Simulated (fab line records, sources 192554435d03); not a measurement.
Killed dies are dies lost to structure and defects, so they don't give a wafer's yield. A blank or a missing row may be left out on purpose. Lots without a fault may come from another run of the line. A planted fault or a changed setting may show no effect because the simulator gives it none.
Which tool did it? | flow n5_finfet | 8 lots, 24 wafers sampled, at 6 steps of a route of 1938

WHAT THE GAUGES READ, wafer by wafer
N5_BEOL_M4_RC_MEAS_101. Usual: DIBL_N 35.9 mV/V, standard deviation 1.2; DIBL_P 35.9 mV/V, standard deviation 1.4; IOFF_N 0.149 nA/um, standard deviation 0.02; IOFF_P 0.205 nA/um, standard deviation 0.022; ION_N 671 uA/um, standard deviation 8.8; ION_P 461 uA/um, standard deviation 5.9; SS_N 71.4 mV/dec, standard deviation 0.51; SS_P 73.2 mV/dec, standard deviation 0.56; VT_N 250.6 mV, standard deviation 2.5; VT_P -250.1 mV, standard deviation 2.3.
lot  | measured     | on        | DIBL_N (mV/V)  | DIBL_P (mV/V)  | IOFF_N (nA/um)    | IOFF_P (nA/um)    | ION_N (uA/um) | ION_P (uA/um) | SS_N (mV/dec)  | SS_P (mV/dec)  | VT_N (mV)         | VT_P (mV)            | flag
L133 | day 11 03:07 | prober-02 | 33.7 35.6 34.3 | 35.3 38.1 35.7 | 0.114 0.147 0.121 | 0.181 0.214 0.177 | 653 666 650   | 453 458 452   | 70.9 72.0 71.3 | 73.1 73.2 72.8 | 253.2 251.1 255.3 | -251.4 -251.1 -254.3 |
L137 | day 12 03:43 | prober-02 | 34.4 34.5 35.1 | 35.5 35.3 35.6 | 0.147 0.139 0.145 | 0.193 0.184 0.199 | 679 665 662   | 461 457 458   | 71.5 71.4 71.7 | 72.5 72.9 72.9 | 254.3 253.7 252.4 | -250.5 -250.7 -251.1 |
L147 | day 14 10:30 | prober-02 | 38.7 36.7 37.3 | 39.3 36.6 36.2 | 0.188 0.143 0.145 | 0.248 0.192 0.193 | 685 681 673   | 468 466 451   | 72.0 72.3 72.0 | 74.0 73.5 73.4 | 250.4 253.3 252.4 | -252.2 -250.0 -251.0 |
L148 | day 13 14:58 | prober-01 | 36.7 34.8 33.6 | 37.7 36.1 34.2 | 0.181 0.152 0.127 | 0.239 0.213 0.178 | 684 665 669   | 470 465 454   | 72.0 71.1 71.3 | 73.6 72.9 72.1 | 248.6 250.1 250.2 | -250.1 -251.6 -253.0 |
L151 | day 14 11:42 | prober-01 | 34.6 37.2 34.8 | 33.9 36.8 34.6 | 0.118 0.165 0.129 | 0.166 0.211 0.175 | 658 676 665   | 451 461 456   | 71.4 71.7 71.1 | 72.5 73.7 72.6 | 255.1 248.7 254.3 | -253.8 -246.3 -252.8 |
L152 | day 16 00:40 | prober-02 | 37.5 36.5 36.1 | 35.7 34.1 34.7 | 0.171 0.145 0.144 | 0.244 0.216 0.222 | 680 664 673   | 473 461 470   | 71.2 71.5 71.0 | 74.4 74.0 73.2 | 247.1 249.7 249.8 | -247.2 -248.4 -246.4 |

WHICH TOOL RAN EACH LOT (tool, then ch and the chambers of the sampled wafers, then the start)
lot  | N5_BEOL_M1_STRIP_66                | N5_BEOL_M1_DESCUM_33               | N5_BEOL_M1_ETCH_70                 | N5_BEOL_M1_VIA_ETCH_34             | N5_BEOL_M1_ETCH_41
L133 | rie_diel-01 ch 0,1, day 7 03:52    | rie_diel-02 ch 0,1, day 7 04:32    | rie_diel-01 ch 2,3, day 7 13:44    | rie_diel-01 ch 2,3, day 7 13:50    | rie_diel-01 ch 2,3, day 11 03:07 or earlier
L137 | rie_diel-02 ch 2,3, day 8 06:33    | rie_diel-04 ch 1,2, day 8 07:13    | rie_diel-01 ch 0,2,3, day 8 19:02  | rie_diel-01 ch 0,2,3, day 8 19:08  | rie_diel-01 ch 0,2,3, day 12 03:43 or earlier
L142 | rie_diel-02 ch 1,2, day 9 09:09    | rie_diel-02 ch 0,3, day 9 10:00    | rie_diel-01 ch 0,3, day 10 03:04   | rie_diel-01 ch 0,3, day 10 03:10   | rie_diel-01 ch 0,3, day 17 10:14 or earlier
L143 | rie_diel-02 ch 0,2,3, day 10 01:14 | rie_diel-02 ch 1,2, day 10 01:54   | rie_diel-01 ch 0,1,2, day 10 11:01 | rie_diel-01 ch 0,1,2, day 10 11:05 | rie_diel-01 ch 0,1,2, day 17 16:50 or earlier
L147 | rie_diel-01 ch 0,1,2, day 10 20:09 | rie_diel-01 ch 0,2, day 10 20:57   | rie_diel-01 ch 0,2, day 10 21:32   | rie_diel-01 ch 0,2, day 10 21:38   | rie_diel-01 ch 0,2, day 14 10:30 or earlier
L148 | rie_diel-01 ch 1,2,3, day 11 03:13 | rie_diel-04 ch 1,2, day 11 04:00   | rie_diel-01 ch 1,2,3, day 11 05:14 | rie_diel-01 ch 1,2,3, day 11 05:20 | rie_diel-01 ch 1,2,3, day 13 14:58 or earlier
L151 | rie_diel-04 ch 0,1, day 12 00:49   | rie_diel-04 ch 0,2, day 12 01:41   | rie_diel-01 ch 0,1,2, day 12 02:05 | rie_diel-01 ch 0,1,2, day 12 02:12 | rie_diel-01 ch 0,1,2, day 14 11:42 or earlier
L152 | rie_diel-02 ch 2,3, day 12 07:08   | rie_diel-02 ch 1,2,3, day 12 07:56 | rie_diel-01 ch 0,2,3, day 12 10:38 | rie_diel-01 ch 0,2,3, day 12 10:44 | rie_diel-01 ch 0,2,3, day 16 00:40 or earlier
- N5_BEOL_M1_STRIP_66: strips in CF4.
- N5_BEOL_M1_DESCUM_33: chemistry O2, time 7 s.
- N5_BEOL_M1_ETCH_70: etches SOC in N2/H2, target depth 80 nm, overetch 16 nm, time 120 s.
- N5_BEOL_M1_VIA_ETCH_34: etches the open film in C4F6/O2, target depth 67.8 nm, time 64.4 s.
- N5_BEOL_M1_ETCH_41: etches SiCN in CH3F/O2, target depth 31.9 nm, time 57.8 s.

WHAT THE TOOLS THEMSELVES READ (means of the sampled wafers that have a number; where no wafer has one, the mark that the record gives instead)
N5_BEOL_M1_STRIP_66. Usual: cf4_flow_sccm 150.0 sccm, standard deviation 0.46; drypump_motor_current_A 5.7 A, standard deviation 0.45; oes_product_au 0.81 a.u., standard deviation 0.088; rf_vpp_V 271.4 V, standard deviation 1.6; showerhead_plenum_p_Torr 1.80 Torr, standard deviation 0.068; throttle_valve_pct 13.49 %, standard deviation 0.19.
lot  | tool        | cf4_flow_sccm (sccm) | drypump_motor_current_A (A) | oes_product_au (a.u.) | rf_vpp_V (V) | showerhead_plenum_p_Torr (Torr) | throttle_valve_pct (%) | flag
L133 | rie_diel-01 | 150.1                | 6.0                         | 0.82                  | 272.3        | 1.87                            | 13.57                  |
L137 | rie_diel-02 | 150.0                | 5.9                         | 0.89                  | 271.8        | 1.82                            | 13.21                  |
L142 | rie_diel-02 | 150.2                | 5.2                         | 0.93                  | 271.5        | 1.81                            | 13.29                  |
L143 | rie_diel-02 | 150.0                | 5.7                         | 0.88                  | 271.6        | 1.82                            | 13.36                  |
L147 | rie_diel-01 | 150.3                | 6.0                         | 0.84                  | 273.2        | 1.88                            | 13.45                  |
L148 | rie_diel-01 | 150.2                | 5.7                         | 0.84                  | 273.3        | 1.88                            | 13.51                  |
L151 | rie_diel-04 | 150.1                | 5.3                         | 0.76                  | 270.3        | 1.77                            | 13.59                  |
L152 | rie_diel-02 | 150.0                | 5.9                         | 0.83                  | 271.1        | 1.81                            | 13.28                  |

N5_BEOL_M1_DESCUM_33. Usual: drypump_motor_current_A 5.7 A, standard deviation 0.46; oes_product_au 0.83 a.u., standard deviation 0.097; rf_vpp_V 243.3 V, standard deviation 1.4; showerhead_plenum_p_Torr 2.11 Torr, standard deviation 0.084; throttle_valve_pct 20.34 %, standard deviation 0.19.
lot  | tool        | drypump_motor_current_A (A) | oes_product_au (a.u.) | rf_vpp_V (V) | showerhead_plenum_p_Torr (Torr) | throttle_valve_pct (%) | flag
L133 | rie_diel-02 | 5.1                         | 0.95                  | 243.1        | 2.08                            | 20.25                  |
L137 | rie_diel-04 | 5.8                         | 0.72                  | 244.1        | 2.14                            | 20.35                  |
L142 | rie_diel-02 | 5.8                         | 0.88                  | 243.3        | 2.13                            | 20.41                  |
L143 | rie_diel-02 | 5.2                         | 0.94                  | 243.2        | 2.11                            | 20.20                  |
L147 | rie_diel-01 | 6.1                         | 0.88                  | 244.6        | 2.21                            | 20.17                  |
L148 | rie_diel-04 | 5.8                         | 0.70                  | 243.6        | 2.13                            | 20.37                  |
L151 | rie_diel-04 | 5.7                         | 0.72                  | 243.7        | 2.11                            | 20.44                  |
L152 | rie_diel-02 | 5.4                         | 0.86                  | 242.5        | 2.10                            | 20.19                  |

N5_BEOL_M1_ETCH_70. Usual: bias_w 150.0 W, standard deviation 0.44; chamber_pressure_mTorr 30.000 mTorr, standard deviation 0.028; drypump_motor_current_A 5.8 A, standard deviation 0.38; oes_product_au 0.62 a.u., standard deviation 0.072; rf_vpp_V 525.7 V, standard deviation 2.8; showerhead_plenum_p_Torr 2.61 Torr, standard deviation 0.096; throttle_valve_pct 17.82 %, standard deviation 0.25.
lot  | tool        | bias_w (W) | chamber_pressure_mTorr (mTorr) | drypump_motor_current_A (A) | oes_product_au (a.u.) | rf_vpp_V (V) | showerhead_plenum_p_Torr (Torr) | throttle_valve_pct (%) | flag
L133 | rie_diel-01 | 150.3      | 29.989                         | 5.6                         | 0.55                  | 523.9        | 2.57                            | 18.02                  |
L137 | rie_diel-01 | 149.9      | 29.978                         | 5.9                         | 0.55                  | 524.5        | 2.56                            | 17.96                  |
L142 | rie_diel-01 | -          | -                              | -                           | -                     | -            | -                               | -                      | OFF
L143 | rie_diel-01 | -          | -                              | -                           | -                     | -            | -                               | -                      | OFF
L147 | rie_diel-01 | 150.1      | 30.022                         | 6.1                         | 0.61                  | 526.7        | 2.66                            | 17.75                  |
L148 | rie_diel-01 | 150.8      | 29.982                         | 5.7                         | 0.64                  | 526.7        | 2.68                            | 17.81                  |
L151 | rie_diel-01 | 150.0      | 29.990                         | 6.0                         | 0.64                  | 527.4        | 2.67                            | 17.75                  |
L152 | rie_diel-01 | 150.0      | 30.000                         | 5.9                         | 0.59                  | 527.3        | 2.65                            | 17.85                  |

N5_BEOL_M1_VIA_ETCH_34. Usual: C4F6_flow_sccm 10.004 sccm, standard deviation 0.029; O2_flow_sccm 9.998 sccm, standard deviation 0.029; drypump_motor_current_A 5.8 A, standard deviation 0.38; oes_product_au 0.81 a.u., standard deviation 0.1; rf_vpp_V 666 V, standard deviation 5.1; showerhead_plenum_p_Torr 2.91 Torr, standard deviation 0.1; throttle_valve_pct 30.74 %, standard deviation 0.28.
lot  | tool        | C4F6_flow_sccm (sccm) | O2_flow_sccm (sccm) | drypump_motor_current_A (A) | oes_product_au (a.u.) | rf_vpp_V (V) | showerhead_plenum_p_Torr (Torr) | throttle_valve_pct (%) | flag
L133 | rie_diel-01 | 9.998                 | 9.999               | 5.6                         | 0.72                  | 668          | 2.85                            | 30.74                  |
L137 | rie_diel-01 | 10.043                | 10.036              | 5.8                         | 0.71                  | 665          | 2.85                            | 30.76                  |
L142 | rie_diel-01 | 9.992                 | 10.011              | 5.9                         | 0.27                  | 667          | 2.94                            | 30.83                  | OFF
L143 | rie_diel-01 | 9.998                 | 10.012              | 6.0                         | 0.32                  | 666          | 2.99                            | 30.57                  | OFF
L147 | rie_diel-01 | 10.018                | 10.005              | 6.1                         | 0.79                  | 666          | 2.96                            | 30.69                  |
L148 | rie_diel-01 | 9.986                 | 10.004              | 5.7                         | 0.85                  | 669          | 2.98                            | 30.67                  |
L151 | rie_diel-01 | 10.018                | 9.985               | 6.0                         | 0.83                  | 666          | 2.98                            | 30.70                  |
L152 | rie_diel-01 | 10.033                | 10.009              | 5.9                         | 0.77                  | 668          | 2.95                            | 30.68                  |

N5_BEOL_M1_ETCH_41. Usual: CH3F_flow_sccm 30.01 sccm, standard deviation 0.088; O2_flow_sccm 20.00 sccm, standard deviation 0.061; drypump_motor_current_A 5.8 A, standard deviation 0.38; oes_product_au 0.81 a.u., standard deviation 0.1; rf_vpp_V 298.5 V, standard deviation 1.7; showerhead_plenum_p_Torr 2.05 Torr, standard deviation 0.076; throttle_valve_pct 16.29 %, standard deviation 0.22.
lot  | tool        | CH3F_flow_sccm (sccm) | O2_flow_sccm (sccm) | drypump_motor_current_A (A) | oes_product_au (a.u.) | rf_vpp_V (V) | showerhead_plenum_p_Torr (Torr) | throttle_valve_pct (%) | flag
L133 | rie_diel-01 | 30.00                 | 19.96               | 5.6                         | 0.71                  | 298.2        | 2.01                            | 16.43                  |
L137 | rie_diel-01 | 29.98                 | 20.02               | 5.8                         | 0.71                  | 298.5        | 2.01                            | 16.41                  |
L142 | rie_diel-01 | 30.07                 | 19.96               | 5.9                         | 0.72                  | 299.0        | 2.07                            | 16.47                  |
L143 | rie_diel-01 | 30.06                 | 20.01               | 6.0                         | 0.86                  | 299.2        | 2.11                            | 16.19                  |
L147 | rie_diel-01 | 30.08                 | 19.98               | 6.1                         | 0.80                  | 299.8        | 2.09                            | 16.24                  |
L148 | rie_diel-01 | 29.92                 | 19.97               | 5.7                         | 0.84                  | 299.8        | 2.10                            | 16.23                  |
L151 | rie_diel-01 | 30.03                 | 19.96               | 6.0                         | 0.84                  | 299.8        | 2.10                            | 16.22                  |
L152 | rie_diel-01 | 30.02                 | 19.99               | 5.8                         | 0.77                  | 299.4        | 2.08                            | 16.29                  |

THE ANSWER, worked out from the rows above alone
Rule: a lot is off if the mean of its wafers that have a number lies more than 3 standard deviations from the usual mean. A lot without any number at a reading at which 4 lots or more have one is off too. The other lots that the step has rows for count as sound. The gauges are gone through in route order, then the tools' own readings, and for those a lot's mean is taken as printed above. The first step at which some lot is off is used, and at that step the reading that is off furthest; a lot without a number counts as furthest.
Off: L142, L143, at N5_BEOL_M1_ETCH_70 (bias_w). Without a number there: L142, L143.
A tool fits if, at that step or a process step before it, it ran every lot that is off, and no sound lot after the first of them. None of those tried fits.

WHAT THE SIMULATOR HAD PUT IN
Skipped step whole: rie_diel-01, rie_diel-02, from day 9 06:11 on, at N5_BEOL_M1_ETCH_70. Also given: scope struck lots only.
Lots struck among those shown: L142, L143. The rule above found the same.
